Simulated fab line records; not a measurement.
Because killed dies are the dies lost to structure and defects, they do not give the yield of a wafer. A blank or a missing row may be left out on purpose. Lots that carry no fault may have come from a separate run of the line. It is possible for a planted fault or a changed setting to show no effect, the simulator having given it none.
Matching of chambers || flow n5 finfet || 3 sister chambers for N5_BEOL_M2_ILD_DEP_00 on pecvd-04
The step deposits SiOC from DEMS/O2, target thk 79 nm, time 15.3 s. 3 wafers are shown with their chamber, then 7 later ones without.

== WAFERS, EACH WITH ITS CHAMBER ==
{"wafer": "L091.5", "chamber": 1, "showerhead vpp V (V)": 1618}
{"wafer": "L092.1", "chamber": 0, "showerhead vpp V (V)": 1359}
{"wafer": "L092.3", "chamber": 2, "showerhead vpp V (V)": 1449}

== WAFERS WHOSE CHAMBER IS MISSING ==
{"wafer": "L092.6", "showerhead vpp V (V)": 1368}
{"wafer": "L093.2", "showerhead vpp V (V)": 1346}
{"wafer": "L093.4", "showerhead vpp V (V)": 1446}
{"wafer": "L093.6", "showerhead vpp V (V)": 1350}
{"wafer": "L095.1", "showerhead vpp V (V)": 1455}
{"wafer": "L095.5", "showerhead vpp V (V)": 1581}
{"wafer": "L095.6", "showerhead vpp V (V)": 1386}

== THE CHAMBER EACH PASSED THROUGH ==
{"wafer": "L092.6", "from the rows above": 0, "in truth": 0}
{"wafer": "L093.2", "from the rows above": 0, "in truth": 0}
{"wafer": "L093.4", "from the rows above": 2, "in truth": 2}
{"wafer": "L093.6", "from the rows above": 0, "in truth": 0}
{"wafer": "L095.1", "from the rows above": 2, "in truth": 2}
{"wafer": "L095.5", "from the rows above": 1, "in truth": 1}
{"wafer": "L095.6", "from the rows above": "can't be placed: 0 or 2", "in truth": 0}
Placed correctly: 6 of 7. Can't be placed from these rows: 1 (the true chamber is among the candidates in 1). 0 placed wrongly.
How it was worked out, from the rows above alone: a wafer's distance from a chamber is the root of the sum, over the readings, of the square of ((its reading less the chamber's mean) divided by the reading's scatter). If the next closest chamber is less than 2 further off than the closest, the wafer can't be placed; otherwise it belongs to the closest. Each chamber's mean is taken over the wafers shown for it. The scatter: with one shown wafer a chamber, the root of the mean of the squares of how far each hidden wafer lies from its nearest shown one.
